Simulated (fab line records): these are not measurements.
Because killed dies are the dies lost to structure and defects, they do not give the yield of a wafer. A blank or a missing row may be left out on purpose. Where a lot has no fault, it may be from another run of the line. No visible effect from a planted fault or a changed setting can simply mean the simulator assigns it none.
A struck lot beside a sound one | flow nand harc | 14 out of 1302 route steps
Sound: these wafers, L288.1, L288.2, L288.3. Wafers struck: L299.1, L299.3, L299.4. At the end, the cause is stated.
Per side, at each step with rows, come the tool, then ch with its chambers, and then its first start. Under that, the readings that differ: sound wafers | struck wafers | difference of the means | sigmas: that difference in standard deviations of wafers without a fault.
alike: words and numbers the same on both sides, and readings whose means are apart by under 2 such deviations; not compared: readings that were withheld, readings missing a value for some wafer, numbers with overlapping values and no deviation given by the record, and bounds like >300 which may hide the same value.
The two part at a step that has a row with sigmas, a row that says differs or no value, or rows on one side only. When numbers do not overlap yet have no deviation, they are printed without sigmas and do not part them. A reading that every wafer of one side lacks parts them only if that side has two wafers or more.

first, 9 steps without rows for these wafers: NHARC_A_STAIRCASE_DEHYDRATE_176 (time 120 s); NHARC_A_STAIRCASE_HMDS_177 (time 30 s); NHARC_A_STAIRCASE_COAT_178; NHARC_A_STAIRCASE_SOFTBAKE_179 (time 170 s); NHARC_A_STAIRCASE_EBR_180; NHARC_A_STAIRCASE_EXPOSE_181 (exposes mask STAIR 2); NHARC_A_STAIRCASE_PEB_182 (peb time 130 s); NHARC_A_STAIRCASE_DEVELOP_183 (time 140 s); NHARC_A_STAIRCASE_HARDBAKE_185 (time 140 s).
NHARC_A_STAIRCASE_DESCUM_186: chemistry O2, time 3 s.
  sound on rie diel-07 ch 0,1,2, day 15 19:09; struck on rie diel-01 ch 0,2,3, day 20 07:32
  reading                | sound    | struck   | difference | sigmas
  rf hours counter h (h) | 14 15 15 | 20 22 24 | +7         |
  alike: drypump motor current A, mfc ar sccm, oes product au, rf vpp V, showerhead plenum p Torr, throttle valve pct
NHARC_A_STAIRCASE_TRIM_187: chemistry O2, time 211.2 s.
  sound on rie diel-07 ch 0,1,3, day 15 19:15; struck on rie diel-01 ch 1,2,3, day 20 07:38
  reading                | sound    | struck   | difference | sigmas
  rf hours counter h (h) | 15 15 13 | 24 22 22 | +8         |
  alike: drypump motor current A, mfc ar sccm, oes product au, rf vpp V, showerhead plenum p Torr, throttle valve pct
NHARC_A_STAIRCASE_ETCH_188: etches the open film in C4F8/O2, target depth 100 nm, time 40.5 s.
  sound on rie diel-07 ch 0,2,3, day 15 19:23; struck on rie diel-01 ch 1,2,3, day 20 07:51
  reading                | sound             | struck            | difference | sigmas
  oes product au (a.u.)  | 0.952 0.946 0.929 | 1.167 1.182 1.179 | +0.234     | +17
  rf fwd power W (W)     | 601 593 592       | 832 831 828       | +235       | +78
  rf hours counter h (h) | 13 14 15          | 22 24 22          | +9         |
  alike: rf vpp V
NHARC_A_STAIRCASE_TRIM_189: chemistry O2, time 211.2 s.
  sound on rie diel-07 ch 1,2,3; struck on rie diel-01 ch 0,2,3
  reading                | sound    | struck   | difference | sigmas
  rf hours counter h (h) | 13 14 15 | 20 22 24 | +8         |
  alike: drypump motor current A, mfc ar sccm, oes product au, rf vpp V, showerhead plenum p Torr, throttle valve pct
-- break in the record here, with 8 days between the starts of the struck wafers on either side (left off in module A_STAIRCASE, picked up again in module END, where the first step shown is number 1302 on the route) --
NHARC_END_SORT_01:
  at this point the record logs the struck wafers (prober-02 ch 0, day 28 11:53) and has no rows for the sound ones

== WHERE THEY PART ==
Earliest at NHARC_A_STAIRCASE_ETCH_188; latest, in this record, at NHARC_END_SORT_01.

WHY: what had been put in by the simulator
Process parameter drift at NHARC_A_STAIRCASE_ETCH_188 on rie diel-01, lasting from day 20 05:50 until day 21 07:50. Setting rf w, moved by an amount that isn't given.
